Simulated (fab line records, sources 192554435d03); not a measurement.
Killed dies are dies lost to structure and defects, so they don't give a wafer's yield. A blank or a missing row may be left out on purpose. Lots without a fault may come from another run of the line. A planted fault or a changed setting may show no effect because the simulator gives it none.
fab line records | flow n5_finfet
record lots=10 wafers=28 last_day=18
route steps=1938 shown MOL_CONTACT_COAG@559 BEOL_M4@1111
lots that met no fault: from a run of the same line without faults
start_h: hours from the record's first day to the start of the lot's first wafer shown | wait_h: hours since the lot's step before | " the same as in the row above | L1.1+2: a row that stands for several wafers | - no value, or no start given | * or withheld: withheld | < > ~ a bound
route shown NAME@n: a module of which the file shows steps, and the number in the route of the first | usual: mean/standard deviation of fault-free wafers | same: alike in all rows | chamber/n: place in a boat | sites: the reading at each site | _std_site: their standard deviation | _edge_site: outer sites' mean less inner sites' | radius_mm: how far each site lies from the wafer's centre | mask NAME#n: copy n | behind: the tool/chamber that last shaped the wafer | hold: why the lot was held/for how many hours/how that ended | device: the transistor (n, p or np) that didn't switch | end of line: the same wafers' tests at the end of the route | a step without rows: its recipe alone | killed: dies lost to structure and defects at the first sort, not the wafer's yield | map: a wafer's dies, x killed, . not, _ none there
set.NAME: the setting as run; set.NAME@STEP: as run at that earlier step | model.NAME: the simulator's own value behind a step, which no gauge read
steps of the route over a sample of lots; a table a step, a row a wafer
services: from which hour (start_h, from the record's first day; less than 0 if before it) a tool's chamber was out of use, for how many hours, and why
## steps
# step N5_MOL_CONTACT_COAG_ALD_27
# recipe material=SiOC target_thk_a=170 temp_c=400 ald_precursor_family=carbosiloxane ald_co_reactant=H2-plasma pulse_time_s=1.5 time_s=2720 purge_time_s=2 co_reactant_purge_time_s=2 ald_cycles=340 pressure_torr=2
# usual heater_power_outer_w=522/44 heater_power_w=849/70 precursor_pulse_height_rel=0.998/0.022
# columns lot.wafer tool chamber start_h wait_h heater_power_outer_w heater_power_w precursor_pulse_height_rel
L753.1 ald_sin-01 3 101.09 0.4 487 803 1.003
L753.5 " 1 " " 486 838 1.011
L753.6 " 0 " " 526 782 1.001
L755.4 ald_sin-01 1 119.69 0.0 498 838 1.016
L755.5 " 1 " " 486 807 0.975
L755.6 " 2 " " 565 868 1.003
L756.1 ald_sin-03 0 123.78 0.1 645 978 0.972
L756.3 " 2 " " 544 966 0.995
L756.6 " 3 " " 480 706 1.017
L761.2 ald_sin-01 1 142.34 0.0 503 822 1.044
L761.3 " 0 " " 499 804 1.049
L761.6 " 0 " " 510 781 1.006
L762.3 ald_sin-01 2 150.55 0.0 549 930 0.997
L762.4 " 0 " " 508 777 1.031
L762.5 " 1 " " 489 826 1.021
L763.1 ald_sin-02 2 160.65 0.0 520 839 1.000
L763.4 " 0 " " 511 799 0.955
L763.6 " 2 " " 517 825 1.004
L770.2 ald_sin-01 2 194.67 0.6 504 825 0.964
L770.3 " 3 " " 473 828 1.034
L770.4 " 1 " " 475 801 0.964
L773.2 ald_sin-02 2 220.34 0.3 515 843 0.972
L773.5 " 2 221.88 1.9 528 841 0.940
L774.1 ald_sin-02 2 223.26 0.0 521 856 0.996
L774.4 " 1 " " 500 820 1.005
L775.1 ald_sin-01 3 226.76 0.0 474 814 0.998
L775.3 " 1 " " 472 807 0.998
L775.5 " 0 " " 499 787 1.001
# step N5_MOL_CONTACT_COAG_ETCHBACK_132
# recipe chemistry=CHF3 target=SiO2 target_depth_a=100 time_s=6.7 ion_energy_ev=200 pressure_mtorr=30 source_w=610 bias_w=170 Ar_flow_sccm=200 CHF3_flow_sccm=50
# usual chamber_pressure_mTorr=30.001/0.028 drypump_motor_current_A=5.6/0.53 oes_product_au=0.78/0.083 rf_vpp_V=518/13 showerhead_plenum_p_Torr=2.40/0.053 throttle_valve_pct=18.69/0.29
# columns lot.wafer tool chamber start_h wait_h chamber_pressure_mTorr drypump_motor_current_A oes_product_au rf_hours_counter_h rf_vpp_V showerhead_plenum_p_Torr throttle_valve_pct
L753.1 rie_diel-06 2 104.55 0.1 30.007 5.4 0.68 237 530 2.42 18.82
L753.5 " 3 " " 30.011 4.8 0.96 - 534 2.34 18.17
L753.6 " 2 " " 30.008 5.4 0.69 - 531 2.42 18.81
L755.4 rie_diel-05 3 122.91 0.1 29.992 5.6 0.71 - 528 2.44 18.69
L755.5 " 0 " " 30.017 6.3 0.81 - 505 2.31 18.64
L755.6 " 2 " " 30.015 5.9 0.87 - 495 2.34 18.53
L756.1 rie_diel-05 3 127.39 0.1 30.022 5.6 0.71 218 528 2.44 18.68
L756.3 " 2 " " 29.978 5.9 0.87 38 496 2.34 18.52
L756.6 " 1 " " 30.066 4.9 0.70 - 514 2.41 18.63
L761.2 rie_diel-06 1 146.21 0.2 29.953 6.5 0.84 64 526 2.41 18.23
L761.3 " 3 " " 29.992 4.8 0.90 21 534 2.34 18.20
L761.6 " 3 " " 29.977 4.8 0.90 - 533 2.34 18.17
L762.3 rie_diel-06 0 153.73 0.1 29.999 5.3 0.74 169 505 2.47 18.96
L762.4 " 0 " " 30.013 5.3 0.74 - 505 2.47 18.95
L762.5 " 3 " " 30.024 4.8 0.90 - 533 2.33 18.19
L763.1 rie_diel-05 3 164.23 0.1 30.044 5.6 0.70 230 529 2.43 18.70
L763.4 " 1 " " 30.009 4.9 0.70 179 515 2.40 18.66
L763.6 " 3 " " 30.005 5.6 0.71 - 529 2.43 18.71
L770.2 rie_diel-06 0 198.68 0.2 30.023 5.3 0.74 183 504 2.47 18.99
L770.3 " 1 " " 29.939 6.4 0.82 84 524 2.41 18.26
L770.4 " 2 " " 29.988 5.4 0.96 11 530 2.41 18.57
L773.2 rie_diel-02 0 224.35 0.1 29.991 6.2 0.68 235 538 2.45 19.18
L773.5 " 0 " " 30.001 6.2 0.68 - 536 2.45 19.18
L774.1 rie_diel-06 2 226.58 0.1 29.990 5.5 0.95 17 529 2.41 18.56
L774.4 " 3 " " 30.004 4.8 0.87 48 533 2.33 18.24
L775.1 rie_diel-02 3 230.31 0.1 30.014 5.3 0.93 11 497 2.42 18.81
L775.3 " 1 " " 29.952 5.8 0.75 152 522 2.38 18.97
L775.5 " 1 " " 29.966 5.8 0.76 - 522 2.38 18.97
# step N5_MOL_CONTACT_COAG_COAT_34
# recipe resist=CAR-EUV spin_rpm=1500 resist_thk_nm=40
# usual chill_plate_temp_C=23.02/0.11 spin_speed_rpm=1500.0/0.95
# columns lot.wafer tool chamber start_h wait_h chill_plate_temp_C spin_speed_rpm
L753.1 litho_track-03 0 105.09 - 23.18 1501.7
L753.5 " 0 " " 23.08 1501.1
L753.6 " 0 " " 23.08 1501.3
L755.4 litho_track-01 0 123.46 - 22.75 1500.1
L755.5 " 0 " " 22.87 1500.0
L755.6 " 0 " " 22.96 1500.0
L756.1 litho_track-03 0 127.93 - 22.96 1500.8
L756.3 " 0 " " 22.86 1500.7
L756.6 " 0 " " 22.82 1499.9
L761.2 litho_track-03 0 146.75 - 23.11 1560.3
L761.3 " 0 " " 23.01 1560.8
L761.6 " 0 " " 22.98 1560.0
L762.3 litho_track-03 0 154.26 - 23.01 1559.6
L762.4 " 0 " " 23.09 1559.1
L762.5 " 0 " " 23.04 1558.9
L763.1 litho_track-03 0 164.77 - 22.88 1556.4
L763.4 " 0 " " 22.90 1559.3
L763.6 " 0 " " 22.79 1559.7
L770.2 litho_track-04 0 199.22 - 23.15 1499.5
L770.3 " 0 " " 23.03 1500.0
L770.4 " 0 " " 23.04 1499.4
L773.2 litho_track-01 0 224.88 - 23.19 1502.1
L773.5 " 0 " " 23.07 1501.0
L774.1 litho_track-03 0 227.12 - 23.04 1499.2
L774.4 " 0 " " 22.99 1499.6
L775.1 litho_track-01 0 230.85 - 23.04 1500.1
L775.3 " 0 " " 22.98 1501.8
L775.5 " 0 " " 22.86 1499.4
# step N5_MOL_CONTACT_COAG_OVL_MEAS_41
# recipe points_per_wafer=522
# usual VD_OVL=-0.1/0.85
# columns lot.wafer tool chamber start_h wait_h VD_OVL[nm]
L753.1 overlay-01 0 106.40 0.0 -1.0
L753.5 " 0 " " -0.3
L753.6 " 0 " " -0.3
L755.4 overlay-02 0 123.81 0.0 -0.9
L755.5 " 0 " " -0.6
L755.6 " 0 " " -1.4
L756.1 overlay-02 0 128.36 0.0 -0.2
L756.3 " 0 " " 0.3
L756.6 " 0 " " 0.9
L761.2 overlay-02 0 147.06 0.0 -0.3
L761.3 " 0 " " -0.5
L761.6 " 0 " " 0.1
L762.3 overlay-02 0 154.71 0.0 -1.1
L762.4 " 0 " " -0.6
L762.5 " 0 " " -1.5
L763.1 overlay-02 0 165.20 0.0 -0.3
L763.4 " 0 " " 0.2
L763.6 " 0 " " -0.5
L770.2 overlay-01 0 199.65 0.0 1.5
L770.3 " 0 " " 0.6
L770.4 " 0 " " 1.9
L773.2 overlay-02 0 225.19 0.0 -0.6
L773.5 " 0 " " 0.3
L774.1 overlay-02 0 227.43 0.0 0.1
L774.4 " 0 " " -0.9
L775.1 overlay-02 0 231.28 0.0 -1.1
L775.3 " 0 " " -1.3
L775.5 " 0 " " -0.4
# step N5_BEOL_M4_RC_MEAS_101
# usual DIBL_N=36.5/2.2 DIBL_P=36.9/2.9 IOFF_N=0.17/0.044 IOFF_P=0.22/0.052 ION_N=671/16 ION_P=461/10 SS_N=71.6/0.73 SS_P=73.5/0.79 VT_N=250/4.1 VT_P=-250/4.1
# columns lot.wafer tool chamber start_h wait_h DIBL_N[mV/V] DIBL_P[mV/V] IOFF_N[nA/um] IOFF_P[nA/um] ION_N[uA/um] ION_P[uA/um] SS_N[mV/dec] SS_P[mV/dec] VT_N[mV] VT_P[mV]
L753.1 prober-01 0 178.63 0.0 34.2 34.7 0.12 0.16 667 455 70.9 72.1 253 -255
L753.5 " 0 " " 35.1 37.1 0.13 0.19 674 463 71.0 72.9 252 -254
L753.6 " 0 " " 32.4 30.0 0.09 0.10 647 440 70.4 71.1 260 -262
L755.4 prober-01 0 203.46 0.5 34.2 34.5 0.11 0.18 655 451 71.1 72.1 258 -254
L755.5 " 0 " " 37.0 38.1 0.16 0.22 655 448 72.2 73.3 250 -252
L755.6 " 0 " " 35.7 37.1 0.13 0.21 668 463 71.2 72.9 252 -251
L756.1 prober-01 0 207.00 0.0 37.2 35.2 0.16 0.19 653 439 72.2 72.8 253 -253
L756.3 " 0 " " 35.6 36.2 0.14 0.22 658 462 71.2 72.7 254 -250
L756.6 " 0 " " 36.1 35.9 0.15 0.22 670 457 71.4 73.2 253 -251
L762.3 prober-01 0 234.27 0.3 38.5 37.3 0.19 0.25 694 466 72.3 73.6 247 -248
L762.4 " 0 " " 42.5 43.5 0.31 0.40 705 483 72.5 75.3 241 -241
L762.5 " 0 " " 39.5 39.5 0.23 0.30 695 477 72.6 73.9 247 -245
L761.2 prober-01 0 242.80 0.2 35.8 35.2 0.14 0.19 670 454 71.9 73.4 253 -253
L761.3 " 0 " " 37.1 38.6 0.16 0.24 652 453 72.5 73.8 248 -250
L761.6 " 0 " " 34.8 32.0 0.13 0.14 638 436 72.4 72.6 258 -258
L763.1 prober-02 0 252.78 0.0 36.4 37.6 0.18 0.21 671 452 71.5 73.4 247 -252
L763.4 " 0 " " 36.7 38.7 0.16 0.23 677 466 71.2 74.4 246 -249
L763.6 " 0 " " 37.2 40.4 0.22 0.25 709 475 71.3 73.4 243 -247
L770.2 prober-02 0 290.77 0.2 34.6 35.2 0.13 0.19 662 461 71.6 72.9 252 -250
L770.3 " 0 " " 38.4 41.1 0.23 0.30 700 477 71.5 74.3 240 -246
L770.4 " 0 " " 37.3 39.9 0.18 0.30 656 459 71.9 74.1 248 -244
L773.2 prober-02 0 315.73 0.2 35.1 34.2 0.16 0.24 682 478 71.1 72.9 251 -243
L773.5 " 0 " " 40.6 41.2 0.31 0.38 707 487 72.5 74.8 241 -238
L775.1 prober-01 0 317.82 0.0 35.3 35.5 0.14 0.18 666 461 70.9 73.1 250 -252
L775.3 " 0 " " 38.1 38.7 0.18 0.23 674 463 71.7 74.3 247 -249
L775.5 " 0 " " 37.8 39.4 0.17 0.25 668 461 71.4 74.4 248 -252
L774.1 prober-02 0 318.22 0.0 38.1 37.4 0.16 0.24 648 447 71.6 74.0 252 -250
L774.4 " 0 " " 36.0 34.1 0.12 0.16 654 448 71.5 72.8 256 -254
## services
# columns tool chamber start_h hours kind
ald_sin-03 0 79.03 7.5 repair
ald_sin-02 - 85.49 14.0 pm
rie_diel-06 3 89.22 5.0 repair
ald_sin-03 3 101.49 2.7 repair
ald_sin-01 - 112.61 0.8 repair
rie_diel-05 1 121.32 1.8 repair
rie_diel-06 2 144.60 - clean
rie_diel-06 2 144.60 - consumable_replace:focus_ring
rie_diel-06 2 144.60 14.3 scheduled_down
rie_diel-06 2 144.60 14.3 vent_cycle
rie_diel-06 1 173.12 2.4 repair
rie_diel-06 0 174.16 8.3 repair
ald_sin-01 - 177.04 14.0 pm
ald_sin-01 0 177.04 14.0 vent_cycle
ald_sin-01 1 177.04 14.0 vent_cycle
ald_sin-01 2 177.04 14.0 vent_cycle
ald_sin-01 3 177.04 14.0 vent_cycle
ald_sin-01 0 191.04 - clean
ald_sin-01 1 191.04 - clean
ald_sin-01 2 191.04 - clean
ald_sin-01 3 191.04 - clean
ald_sin-02 - 191.13 14.6 pm
ald_sin-02 0 210.93 13.8 repair
rie_diel-05 3 211.18 8.2 repair
## key
first_sign step=N5_MOL_CONTACT_COAG_COAT_34 reading=spin_speed_rpm direction=up sigmas=63 usual=* struck=*
effect none on later readings
met_at N5_MOL_CONTACT_COAG_COAT_34
struck_lots L761,L762,L763
not_acting_at N5_MOL_CONTACT_COAG_ALD_27,N5_MOL_CONTACT_COAG_ETCHBACK_132,N5_MOL_CONTACT_COAG_OVL_MEAS_41
onset_between 127.93 146.75
fault kind=process_parameter_drift tool=litho_track-03 chamber=- onset_h=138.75 steps=N5_MOL_CONTACT_COAG_COAT_34 channel=spin_rpm offset=* shape=step end_h=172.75 acts_in=* stated=*
